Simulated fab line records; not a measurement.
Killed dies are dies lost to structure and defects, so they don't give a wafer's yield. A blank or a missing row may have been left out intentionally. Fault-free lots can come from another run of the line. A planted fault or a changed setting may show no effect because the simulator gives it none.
fab line records -- flow n5_finfet
record lots=11, wafers=33, last_day=19
route steps=1938 shown MOL_CONTACT_COAG@544 PASSIVATION@1936
lots that met no fault: from a run of the same line without faults
start_h: the number of hours between the record's first day and the start of the first shown wafer of the lot -- wait_h: hours from the lot's prior step to this one -- " unchanged from the row above -- L1.1+2: a single row standing in for several wafers -- - no value, or no start was given -- * or withheld: withheld -- < > ~ a bound
route shown NAME@n: a module of which the file shows steps, and the number in the route of the first -- usual: average and standard deviation across the fault-free wafers -- same: alike in all rows -- chamber/n: place in a boat -- sites: the reading at each site -- _std_site: standard deviation across them -- _edge_site: outer sites' mean less inner sites' -- radius_mm: how far each site lies from the wafer's centre -- mask NAME#n: copy n -- behind: the most recent tool/chamber to have shaped the wafer -- hold: cause of the lot's hold/its duration in hours/its outcome -- device: names the non-switching transistor (n, p or np) -- end of line: the route-end tests of the same wafers -- for a step that has no rows: nothing shown but its recipe -- killed: not the wafer's yield, but the dies lost to structure and defects at the first sort -- map: dies across one wafer; x = killed, . = not, _ = none there
set.NAME: the setting as run; set.NAME@STEP: as run at that earlier step -- model.NAME: the simulator's own value behind a step, which no gauge read
one table for each step of the route and one row for each wafer, over a sample of lots
services: from which hour (start_h, from the record's first day; less than 0 if before it) a tool's chamber was out of use, for how many hours, and why
## steps
# step N5_MOL_CONTACT_COAG_ALD_20
# recipe material=TiN, target_thk_a=15, temp_c=400, ald_precursor_family=TiCl4, ald_co_reactant=NH3, pulse_time_s=1, purge_time_s=3, co_reactant_purge_time_s=2, co_reactant_pulse_time_s=2, ald_cycles=68, pressure_torr=3
# usual chamber_pressure_Torr=3.000/0.0062, heater_power_w=855/110, precursor_pulse_height_rel=1.002/0.019
lot.wafer,tool,chamber,start_h,wait_h,chamber_pressure_Torr,heater_power_w,precursor_pulse_height_rel
L325.1,ald_metal-02,0,87.90,0.1,2.985,731,0.995
L325.3,ald_metal-02,1,87.90,0.1,3.002,809,0.966
L325.5,ald_metal-02,2,87.90,0.1,3.003,775,0.980
L330.1,ald_metal-01,0,121.21,0.1,2.999,1013,0.977
L330.2,ald_metal-01,1,121.21,0.1,2.996,932,0.994
L330.4,ald_metal-01,2,121.21,0.1,2.990,1000,0.973
L332.2,ald_metal-03,3,129.36,0.1,3.000,875,1.027
L332.4,ald_metal-03,1,129.36,0.1,2.997,992,0.991
L332.6,ald_metal-03,1,129.36,0.1,2.997,974,0.989
L334.1,ald_metal-02,3,146.12,0.1,3.007,773,0.992
L334.2,ald_metal-02,0,146.12,0.1,3.011,733,1.010
L334.5,ald_metal-02,0,146.12,0.1,3.002,725,0.994
L337.2,ald_metal-02,3,165.05,0.1,3.001,776,1.037
L337.4,ald_metal-02,0,165.05,0.1,2.994,715,1.009
L337.5,ald_metal-02,3,165.05,0.1,2.997,751,1.005
L338.3,ald_metal-02,0,167.67,0.1,2.997,723,1.024
L338.4,ald_metal-02,1,167.67,0.1,2.999,790,1.005
L338.5,ald_metal-02,3,167.67,0.1,2.998,738,1.029
L340.1,ald_metal-02,2,177.75,0.1,3.000,762,1.008
L340.2,ald_metal-02,1,177.75,0.1,2.992,802,1.004
L340.4,ald_metal-02,0,177.75,0.1,2.994,715,0.993
L344.2,ald_metal-02,2,201.81,0.1,3.004,755,0.982
L344.4,ald_metal-02,3,201.81,0.1,3.004,754,0.997
L344.6,ald_metal-02,1,201.81,0.1,3.001,807,0.937
L345.3,ald_metal-01,3,212.24,0.1,2.997,803,1.027
L345.4,ald_metal-01,2,212.24,0.1,2.993,1000,0.996
L345.5,ald_metal-01,0,212.24,0.1,3.010,1024,0.977
L347.1,ald_metal-03,2,228.90,0.1,2.996,965,1.017
L347.3,ald_metal-03,1,228.90,0.1,2.994,947,1.001
L347.4,ald_metal-03,0,228.90,0.1,3.003,768,0.981
L348.1,ald_metal-02,3,231.20,0.1,3.006,755,0.990
L348.3,ald_metal-02,0,231.20,0.1,2.992,708,0.991
L348.6,ald_metal-02,2,231.20,0.1,3.002,738,0.986
# step N5_MOL_CONTACT_COAG_PRE_CLEAN_142
# recipe gas=H2/He, time_s=60, temp_c=300
# usual heater_power_w=440/45
lot.wafer,tool,chamber,start_h,wait_h,heater_power_w
L325.1,pvd_sputter-03,-,91.13,1.6,456
L325.3,pvd_sputter-03,-,91.13,1.6,424
L325.5,pvd_sputter-03,-,91.13,1.6,424
L330.1,pvd_sputter-03,-,125.39,1.5,411
L330.2,pvd_sputter-03,-,125.39,1.5,458
L330.4,pvd_sputter-03,-,125.39,1.5,428
L332.2,pvd_sputter-02,-,133.29,1.0,377
L332.4,pvd_sputter-02,-,133.29,1.0,436
L332.6,pvd_sputter-02,-,133.29,1.0,418
L334.1,pvd_sputter-03,-,150.71,2.4,426
L334.2,pvd_sputter-03,-,150.71,2.4,454
L334.5,pvd_sputter-03,-,150.71,2.4,460
L337.2,pvd_sputter-01,-,168.52,0.8,549
L337.4,pvd_sputter-01,-,168.52,0.8,423
L337.5,pvd_sputter-01,-,168.52,0.8,362
L338.3,pvd_sputter-03,-,173.84,0.5,469
L338.4,pvd_sputter-03,-,173.84,0.5,419
L338.5,pvd_sputter-03,-,173.84,0.5,462
L340.1,pvd_sputter-03,-,181.11,1.5,473
L340.2,pvd_sputter-03,-,181.11,1.5,424
L340.4,pvd_sputter-03,-,181.11,1.5,451
L344.2,pvd_sputter-01,-,205.49,1.5,544
L344.4,pvd_sputter-01,-,205.49,1.5,378
L344.6,pvd_sputter-01,-,205.49,1.5,410
L345.3,pvd_sputter-03,-,216.89,2.4,414
L345.4,pvd_sputter-03,-,216.89,2.4,482
L345.5,pvd_sputter-03,-,216.89,2.4,420
L347.1,pvd_sputter-03,-,233.42,0.8,421
L347.3,pvd_sputter-03,-,233.42,0.8,475
L347.4,pvd_sputter-03,-,233.42,0.8,419
L348.1,pvd_sputter-03,-,235.86,2.4,417
L348.3,pvd_sputter-03,-,235.86,2.4,422
L348.6,pvd_sputter-03,-,235.86,2.4,454
# step N5_MOL_CONTACT_COAG_COAT_76
# recipe resist=SiARC, temp_c=220, time_s=60, spin_rpm=1500, resist_thk_nm=10
# usual heater_power_total_W=427.5/2.2, spin_speed_rpm=1500.0/0.86
lot.wafer,tool,chamber,start_h,wait_h,heater_power_total_W,spin_speed_rpm
L325.1,litho_track-01,0,95.74,-,426.6,1498.6
L325.3,litho_track-01,0,95.74,-,426.3,1500.3
L325.5,litho_track-01,0,95.74,-,424.9,1500.8
L330.1,litho_track-03,0,128.98,-,427.0,1500.6
L330.2,litho_track-03,0,128.98,-,426.9,1498.8
L330.4,litho_track-03,0,128.98,-,430.5,1500.3
L332.2,litho_track-01,0,137.01,-,430.4,1500.8
L332.4,litho_track-01,0,137.01,-,425.8,1500.1
L332.6,litho_track-01,0,137.01,-,426.9,1500.9
L334.1,litho_track-03,0,154.25,-,424.3,1500.8
L334.2,litho_track-03,0,154.25,-,429.3,1500.7
L334.5,litho_track-03,0,154.25,-,426.9,1499.8
L337.2,litho_track-03,0,172.26,-,425.4,1498.6
L337.4,litho_track-03,0,172.26,-,426.7,1499.5
L337.5,litho_track-03,0,172.26,-,430.4,1499.3
L338.3,litho_track-03,0,177.50,-,429.8,1226.2
L338.4,litho_track-03,0,177.50,-,429.6,1225.3
L338.5,litho_track-03,0,177.50,-,425.3,1226.4
L340.1,litho_track-03,0,184.84,-,428.0,1226.5
L340.2,litho_track-03,0,184.84,-,425.0,1226.0
L340.4,litho_track-03,0,184.84,-,429.3,1227.0
L344.2,litho_track-01,0,209.13,-,425.1,1498.1
L344.4,litho_track-01,0,209.13,-,426.8,1499.6
L344.6,litho_track-01,0,209.13,-,425.5,1500.3
L345.3,litho_track-05,0,222.92,-,429.4,1499.6
L345.4,litho_track-05,0,222.92,-,431.0,1500.2
L345.5,litho_track-05,0,222.92,-,424.3,1500.7
L347.1,litho_track-01,0,237.00,-,426.4,1500.3
L347.3,litho_track-01,0,237.00,-,429.3,1501.0
L347.4,litho_track-01,0,237.00,-,428.4,1499.2
L348.1,litho_track-01,0,239.39,-,429.5,1499.0
L348.3,litho_track-01,0,239.39,-,429.6,1500.7
L348.6,litho_track-01,0,239.39,-,430.7,1497.7
# step N5_MOL_CONTACT_COAG_OVL_MEAS_85
# recipe points_per_wafer=522
# usual VG_OVL=0.0/0.69
lot.wafer,tool,chamber,start_h,wait_h,VG_OVL[nm]
L325.1,overlay-02,0,96.18,0.0,0.0
L325.3,overlay-02,0,96.18,0.0,0.4
L325.5,overlay-02,0,96.18,0.0,0.2
L330.1,overlay-01,0,129.29,0.0,1.3
L330.2,overlay-01,0,129.29,0.0,0.6
L330.4,overlay-01,0,129.29,0.0,-0.2
L332.2,overlay-02,0,137.32,0.0,1.1
L332.4,overlay-02,0,137.32,0.0,1.8
L332.6,overlay-02,0,137.32,0.0,0.2
L334.1,overlay-01,0,154.56,0.0,1.0
L334.2,overlay-01,0,154.56,0.0,0.9
L334.5,overlay-01,0,154.56,0.0,0.5
L337.2,overlay-02,0,172.57,0.0,0.4
L337.4,overlay-02,0,172.57,0.0,0.1
L337.5,overlay-02,0,172.57,0.0,0.9
L338.3,overlay-02,0,177.94,0.0,0.1
L338.4,overlay-02,0,177.94,0.0,-0.5
L338.5,overlay-02,0,177.94,0.0,0.5
L340.1,overlay-02,0,185.15,0.0,0.2
L340.2,overlay-02,0,185.15,0.0,-0.1
L340.4,overlay-02,0,185.15,0.0,-0.1
L344.2,overlay-01,0,209.44,0.0,0.3
L344.4,overlay-01,0,209.44,0.0,-0.7
L344.6,overlay-01,0,209.44,0.0,0.2
L345.3,overlay-01,0,223.80,0.0,1.4
L345.4,overlay-01,0,223.80,0.0,0.6
L345.5,overlay-01,0,223.80,0.0,0.1
L347.1,overlay-01,0,237.43,0.0,-0.5
L347.3,overlay-01,0,237.43,0.0,0.1
L347.4,overlay-01,0,237.43,0.0,-1.6
L348.1,overlay-01,0,239.69,0.0,-0.7
L348.3,overlay-01,0,239.69,0.0,-0.7
L348.6,overlay-01,0,239.69,0.0,-0.1
# step N5_MOL_CONTACT_COAG_ETCH_90
# recipe chemistry=CF4, target=SiARC, target_depth_a=130, mask_material=CAR-EUV, time_s=21.7, ion_energy_ev=80, pressure_mtorr=40, source_w=545, bias_w=36, Ar_flow_sccm=100, cf4_flow_sccm=100, ends=cleared
# usual drypump_motor_current_A=5.7/0.41, etch_rf_on_time_s=21.4/0.53, oes_product_au=0.71/0.081, rf_vpp_V=184.1/1.5, showerhead_plenum_p_Torr=2.15/0.098, throttle_valve_pct=15.59/0.22
lot.wafer,tool,chamber,start_h,wait_h,drypump_motor_current_A,etch_rf_on_time_s,oes_product_au,rf_hours_counter_h,rf_vpp_V,showerhead_plenum_p_Torr,throttle_valve_pct
L325.1,rie_diel-03,1,96.32,0.0,5.4,20.8,0.81,19,185.1,2.26,15.42
L325.3,rie_diel-03,0,96.32,0.0,5.7,21.7,0.60,237,183.1,2.04,15.65
L325.5,rie_diel-03,3,96.32,0.0,6.5,21.2,0.63,-,183.0,2.13,15.40
L330.1,rie_diel-03,3,129.43,0.0,6.5,21.1,0.63,166,185.0,2.13,15.44
L330.2,rie_diel-03,1,129.43,0.0,5.4,21.0,0.78,29,184.8,2.26,15.45
L330.4,rie_diel-03,2,129.43,0.0,5.6,22.5,0.59,211,182.8,2.03,15.83
L332.2,rie_diel-01,0,137.68,0.0,5.6,22.3,0.79,7,184.4,2.10,15.46
L332.4,rie_diel-01,0,137.68,0.0,5.7,22.2,0.79,-,183.7,2.10,15.46
L332.6,rie_diel-01,3,137.68,0.0,6.5,21.0,0.79,-,186.8,2.30,15.79
L334.1,rie_diel-03,1,154.70,0.0,5.4,21.0,0.78,40,185.4,2.25,15.47
L334.2,rie_diel-03,2,154.70,0.0,5.6,22.2,0.59,222,185.0,2.03,15.85
L334.5,rie_diel-03,2,154.70,0.0,5.7,22.2,0.58,-,182.5,2.03,15.85
L337.2,rie_diel-05,3,172.71,0.0,5.5,20.8,0.60,237,185.6,2.21,15.98
L337.4,rie_diel-05,1,172.71,0.0,5.5,21.8,0.80,6,184.9,2.12,15.45
L337.5,rie_diel-05,0,172.71,0.0,5.6,21.6,0.68,-,180.5,1.98,15.85
L338.3,rie_diel-01,3,178.08,0.0,6.4,23.3,0.77,31,186.0,2.29,15.81
L338.4,rie_diel-01,2,178.08,0.0,5.1,23.8,0.79,15,183.3,2.09,15.26
L338.5,rie_diel-01,1,178.08,0.0,5.8,23.4,0.76,-,183.5,2.10,15.40
L340.1,rie_diel-05,3,185.39,0.0,5.5,23.3,0.60,241,183.9,2.20,15.99
L340.2,rie_diel-05,1,185.39,0.0,5.6,24.3,0.79,12,184.1,2.11,15.47
L340.4,rie_diel-05,2,185.39,0.0,5.7,23.9,0.72,55,184.9,2.26,15.45
L344.2,rie_diel-03,0,210.06,0.0,5.7,21.5,0.80,10,185.7,2.28,15.24
L344.4,rie_diel-03,0,210.06,0.0,5.7,21.3,0.80,-,183.7,2.28,15.23
L344.6,rie_diel-03,1,210.06,0.0,5.5,21.0,0.74,-,186.3,2.25,15.52
L345.3,rie_diel-03,2,223.93,0.0,5.7,22.3,0.58,243,182.9,2.02,15.90
L345.4,rie_diel-03,1,223.93,0.0,5.5,21.0,0.74,67,184.8,2.24,15.54
L345.5,rie_diel-03,2,223.93,0.0,5.7,22.2,0.57,-,181.8,2.02,15.91
L347.1,rie_diel-01,3,237.58,0.0,6.5,20.9,0.74,52,184.7,2.28,15.86
L347.3,rie_diel-01,2,237.58,0.0,5.1,21.3,0.77,27,182.1,2.09,15.30
L347.4,rie_diel-01,0,237.58,0.0,5.6,22.1,0.73,43,183.9,2.09,15.54
L348.1,rie_diel-01,1,239.84,0.0,5.8,20.8,0.75,79,184.1,2.09,15.46
L348.3,rie_diel-01,2,239.84,0.0,5.1,21.3,0.78,27,184.2,2.09,15.28
L348.6,rie_diel-01,2,239.84,0.0,5.1,21.2,0.77,-,184.6,2.09,15.28
# step N5_PASSIVATION_PROBE_49
# usual killed_at_M0_to_M3=33/11, killed_at_M4_up=14/5, killed_at_contacts=11/7.3, killed_at_front_end=43/12, killed_at_other=4/3.1, killed_dies=106/17, killed_open=69/13, killed_short=34/8.7
# same gross_dies=1180, killed_at_back_side=0
lot.wafer,tool,chamber,start_h,wait_h,killed_at_M0_to_M3,killed_at_M4_up,killed_at_contacts,killed_at_front_end,killed_at_other,killed_dies,killed_open,killed_short
L338.3,prober-02,-,384.38,0.1,27,5,17,43,6,98,59,39
L340.1,prober-01,-,389.84,0.0,34,10,5,52,1,102,71,30
L340.2,prober-01,-,389.89,0.1,16,22,11,70,8,127,88,33
L337.2,prober-01,-,394.34,0.1,27,11,9,63,5,115,67,48
L337.4,prober-01,-,394.44,0.2,41,10,5,52,2,110,74,36
L337.5,prober-01,-,394.49,0.2,26,20,6,67,6,125,79,40
L347.1,prober-02,-,438.49,0.0,25,9,7,29,3,73,49,22
L347.3,prober-02,-,438.59,0.1,25,12,7,32,4,80,54,26
L347.4,prober-02,-,438.64,0.2,38,12,7,33,3,93,69,23
# killed by level:class
L338.3 BEOL_M0_SAQP:geometric_particle:short=14 MOL_CONTACT_COAG:geometric_particle:open=14 STI_FIN_REVEAL:geometric_particle:open=11 FIN_SAQP:geometric_particle:open=10 FIN_SAQP:geometric_particle:short=5 STI_FIN_REVEAL:geometric_particle:short=4 DUMMY_GATE:geometric_particle:open=4 BEOL_M0_SAQP:geometric_particle:open=4
L340.1 STI_FIN_REVEAL:geometric_particle:open=21 FIN_SAQP:geometric_particle:short=12 FIN_SAQP:geometric_particle:open=9 BEOL_M2:geometric_particle:open=8 BEOL_M0_SAQP:geometric_particle:open=6 BEOL_M3:geometric_particle:open=6 BEOL_M0:geometric_particle:open=4 STI_FIN_REVEAL:geometric_particle:short=3
L340.2 STI_FIN_REVEAL:geometric_particle:open=26 FIN_SAQP:geometric_particle:open=17 MOL_CONTACT_COAG:geometric_particle:open=8 FIN_SAQP:geometric_particle:short=7 STI_FIN_REVEAL:geometric_particle:short=7 BEOL_M4:geometric_particle:open=6 BEOL_M5:geometric_particle:open=5 BEOL_M0_SAQP:geometric_particle:open=4
L337.2 FIN_SAQP:geometric_particle:short=16 STI_FIN_REVEAL:geometric_particle:open=12 GATE_CUT:geometric_particle:short=10 MOL_CONTACT_COAG:geometric_particle:open=9 BEOL_M0_SAQP:geometric_particle:open=9 DUMMY_GATE:geometric_particle:open=7 BEOL_M2:geometric_particle:open=6 BEOL_M0_SAQP:geometric_particle:short=5
L337.4 FIN_SAQP:geometric_particle:open=19 BEOL_M0_SAQP:geometric_particle:open=15 BEOL_M0_SAQP:geometric_particle:short=12 FIN_SAQP:geometric_particle:short=9 BEOL_M3:geometric_particle:open=7 BEOL_M4:geometric_particle:open=6 MOL_CONTACT_COAG:geometric_particle:open=5 STI_FIN_REVEAL:geometric_particle:open=4
L337.5 STI_FIN_REVEAL:geometric_particle:open=20 BEOL_M0_SAQP:geometric_particle:open=9 FIN_SAQP:geometric_particle:open=8 BEOL_M0_SAQP:geometric_particle:short=8 BEOL_M4:geometric_particle:open=8 FIN_SAQP:geometric_particle:short=7 DUMMY_GATE:geometric_particle:open=7 GATE_CUT:geometric_particle:short=7
L347.1 BEOL_M0_SAQP:geometric_particle:open=6 BEOL_M2:geometric_particle:open=6 DUMMY_GATE:geometric_particle:open=5 BEOL_M0_SAQP:geometric_particle:short=5 BEOL_M3:geometric_particle:open=5 MOL_CONTACT_COAG:geometric_particle:open=4 STARTING-WAFER:geometric_particle:open=4 FIN_SAQP:geometric_particle:short=3
L347.3 BEOL_M4:geometric_particle:open=8 STI_FIN_REVEAL:geometric_particle:open=6 BEOL_M3:geometric_particle:open=6 FIN_SAQP:geometric_particle:short=5 DUMMY_GATE:geometric_particle:open=5 MOL_CONTACT_COAG:geometric_particle:open=5 BEOL_M0_SAQP:geometric_particle:open=5 BEOL_M1:geometric_particle:open=5
L347.4 BEOL_M2:geometric_particle:open=10 BEOL_M4:geometric_particle:open=8 BEOL_M0_SAQP:geometric_particle:short=8 STI_FIN_REVEAL:geometric_particle:open=7 BEOL_M0_SAQP:geometric_particle:open=7 FIN_SAQP:geometric_particle:open=6 MOL_CONTACT_COAG:geometric_particle:open=6 DUMMY_GATE:geometric_particle:open=5
## services
tool,chamber,start_h,hours,kind
ald_metal-03,-,72.67,2.8,pm
rie_diel-01,3,80.59,-,clean
rie_diel-01,3,80.59,-,consumable_replace:focus_ring
rie_diel-01,3,80.59,-,consumable_replace:showerhead
rie_diel-01,3,80.59,19.0,scheduled_down
rie_diel-01,3,80.59,19.0,vent_cycle
ald_metal-01,0,81.21,10.6,repair
rie_diel-01,0,102.87,-,clean
ald_metal-01,1,105.97,13.8,repair
pvd_sputter-01,-,116.46,0.7,repair
ald_metal-02,-,122.85,0.7,repair
rie_diel-03,0,138.30,-,clean
rie_diel-03,0,138.30,-,consumable_replace:focus_ring
rie_diel-03,0,138.30,-,consumable_replace:showerhead
rie_diel-03,0,138.30,41.9,scheduled_down
rie_diel-03,0,138.30,41.9,vent_cycle
ald_metal-02,-,143.93,2.1,repair
rie_diel-03,2,165.53,5.8,repair
ald_metal-01,0,166.99,8.8,repair
ald_metal-01,-,177.04,14.6,pm
rie_diel-05,0,191.10,10.4,repair
rie_diel-01,2,193.46,18.9,repair
rie_diel-03,2,206.92,7.6,repair
ald_metal-02,-,208.01,14.6,pm
## key
first_sign step=N5_MOL_CONTACT_COAG_COAT_76, reading=spin_speed_rpm, direction=down, sigmas=99+, usual=*, struck=*
effect step=N5_MOL_CONTACT_COAG_ETCH_90, reading=etch_rf_on_time_s, direction=up, sigmas=4.2, usual=*, struck=*
met_at N5_MOL_CONTACT_COAG_COAT_76
struck_lots L338,L340
tester_left_out L338,L340
not_acting_at N5_MOL_CONTACT_COAG_ALD_20,N5_MOL_CONTACT_COAG_PRE_CLEAN_142,N5_MOL_CONTACT_COAG_OVL_MEAS_85
onset_between 172.26 177.50
fault kind=process_parameter_drift, tool=litho_track-03, chamber=-, onset_h=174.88, steps=N5_MOL_CONTACT_COAG_COAT_76, channel=spin_rpm, offset=*, shape=step, end_h=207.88, acts_in=*, stated=*
# tester_left_out: of these lots the tester's yield and bins aren't shown, on N5 and GAA mostly nor the transistor test; their killed dies are dies lost to structure and defects alone, not to doping, threshold or leakage, so they don't give the yield
